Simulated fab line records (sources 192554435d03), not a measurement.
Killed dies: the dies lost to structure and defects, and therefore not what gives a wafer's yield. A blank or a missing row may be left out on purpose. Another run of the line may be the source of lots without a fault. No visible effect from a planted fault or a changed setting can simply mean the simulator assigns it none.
Comparing a struck lot with a sound one + flow n5Finfet + 37 out of 1938 route steps
Sound: the wafers L516.1, L516.2, L516.3. Struck: wafers L515.3, L515.5, L515.6. The cause is named last.
At each step with rows: each side's tool, then ch and its chambers, then its first start. Under that, the readings that differ: sound wafers + struck wafers + difference of the means + sigmas: that difference in standard deviations of wafers without a fault.
alike: readings whose means differ by less than 2 such deviations, and words and numbers that are the same on both sides. not compared: withheld readings, readings that some wafer has no value for, bounds like >300 that may hide the same value, and numbers for which the record gives no deviation and whose values overlap.
Wherever a step has rows on one side only, a row that says differs or no value, or a row with sigmas, the two part there. When numbers do not overlap yet have no deviation, they are printed without sigmas and do not part them. Lack of a reading on every wafer of one side parts them only where that side has two or more wafers.

first, 9 steps without rows for these wafers: N5_BEOL_M4_ANNEAL_95 (time 240 s); N5_BEOL_M4_SPUTTER_96 (material Cu, target thk 4.5 nm, time 8.29 s); N5_BEOL_M4_ECD_50 (material Cu, target thk 300 nm); N5_BEOL_M4_ANNEAL_51 (time 90 s); N5_BEOL_M4_CMP_52 (polishes, stops on SiOC, t overpolish 6.8 s, target thk 40 nm); N5_BEOL_M4_PRE_CLEAN_60 (time 15 s); N5_BEOL_M4_CO_CAP_55 (material Co, precursor CCTBA/H2, target thk 2 nm, time 102.1 s); N5_BEOL_M4_PRE_CLEAN_56 (time 15 s); N5_BEOL_M4_DEP_57 (deposits SiCN from 3MS/NH3, target thk 8 nm, time 14 s).
N5_BEOL_M4_RC_MEAS_101:
  sound on prober-01 ch 0, day 13 14:08; struck on prober-02 ch 0, day 13 14:43
  alike: DIBL_N, DIBL_P, IOFF_N, IOFF_P, ION_N, ION_P, SS_N, SS_P, VT_N, VT_P
then, 24 steps without rows for these wafers: N5_BEOL_M5_ILD_DEP_00 (deposits SiCOH lowk from DEMS/porogen, target thk 140.64 nm, time 25.9 s); N5_BEOL_M5_CURE_79 (cures SiCOH lowk, time 240 s); N5_BEOL_M5_PECVD_70 (deposits SiO2 from TEOS/O2, target thk 16 nm, time 18 s); N5_BEOL_M5_HM_DEP_02 (deposits TiN, target thk 20 nm); N5_BEOL_M5_COAT_59 (time 60 s, resist thk 60 nm); N5_BEOL_M5_COAT_60 (time 60 s, resist thk 12 nm); N5_BEOL_M5_COAT_71 (time 60 s, resist thk 5 nm); N5_BEOL_M5_COAT_05 (resist thk 30 nm); N5_BEOL_M5_EBR_07; N5_BEOL_M5_SOFTBAKE_06 (time 60 s); N5_BEOL_M5_EXPOSE_08 (exposes mask M5, target cd 28 nm); N5_BEOL_M5_PEB_09 (peb time 60 s); N5_BEOL_M5_DEVELOP_10 (develop time 30 s); N5_BEOL_M5_DESCUM_16 (chemistry O2, time 7 s); N5_BEOL_M5_ETCH_72 (etches underlayer in N2/H2, target depth 6.5 nm, time 5.2 s); N5_BEOL_M5_ETCH_61 (etches SiARC in CF4, target depth 15.6 nm, time 26 s); N5_BEOL_M5_ETCH_62 (etches SOC in N2/H2, target depth 75 nm, overetch 15 nm, time 112.5 s); N5_BEOL_M5_STRIP_63 (strips in N2/H2); N5_BEOL_M5_STRIP_73 (strips in N2/H2); N5_BEOL_M5_STRIP_64 (strips in CF4); N5_BEOL_M5_HM_OPEN_17 (chemistry Cl2/BCl3, target TiN, target depth 20 nm, overetch 6 nm); N5_BEOL_M5_STRIP_19 (strips in O2); N5_BEOL_M5_COAT_65 (time 60 s, resist thk 60 nm); N5_BEOL_M5_COAT_66 (time 60 s, resist thk 12 nm).
N5_BEOL_M9_ECD_50: material Cu, target thk 318 nm.
  sound on ecdCu-02 ch 0,1, day 15 11:09; struck on ecdCu-01 ch 0,1, day 15 11:49
N5_BEOL_M9_CMP_52: polishes, stops on SiCOH lowk, t overpolish 7 s, target thk 140 nm.
  sound on cmp-02 ch 0,1,2, day 15 11:37; struck on cmp-01 ch 2,3, day 15 12:18
| reading             | sound    | struck | difference | sigmas |
|---------------------|----------|--------|------------|--------|
| timeToEndpointS (s) | 70 70 65 | 6 5 3  | -64        | -21    |
  alike: motorCurrentA, slurryFlowMlMin
-- a jump in the record: the struck wafers' starts before and after are 2 days apart (it breaks off in module BEOL_M9 and resumes in module PASSIVATION, where the first step shown is number 1936 of the route) --
N5_PASSIVATION_PROBE_49:
  only the struck wafers here have rows in the record (prober-02, day 17 12:32); the sound ones have none

## WHERE THEY PART
Last at N5_PASSIVATION_PROBE_49 as far as this record goes, first at N5_BEOL_M9_CMP_52.

WHY: what the simulator had put in
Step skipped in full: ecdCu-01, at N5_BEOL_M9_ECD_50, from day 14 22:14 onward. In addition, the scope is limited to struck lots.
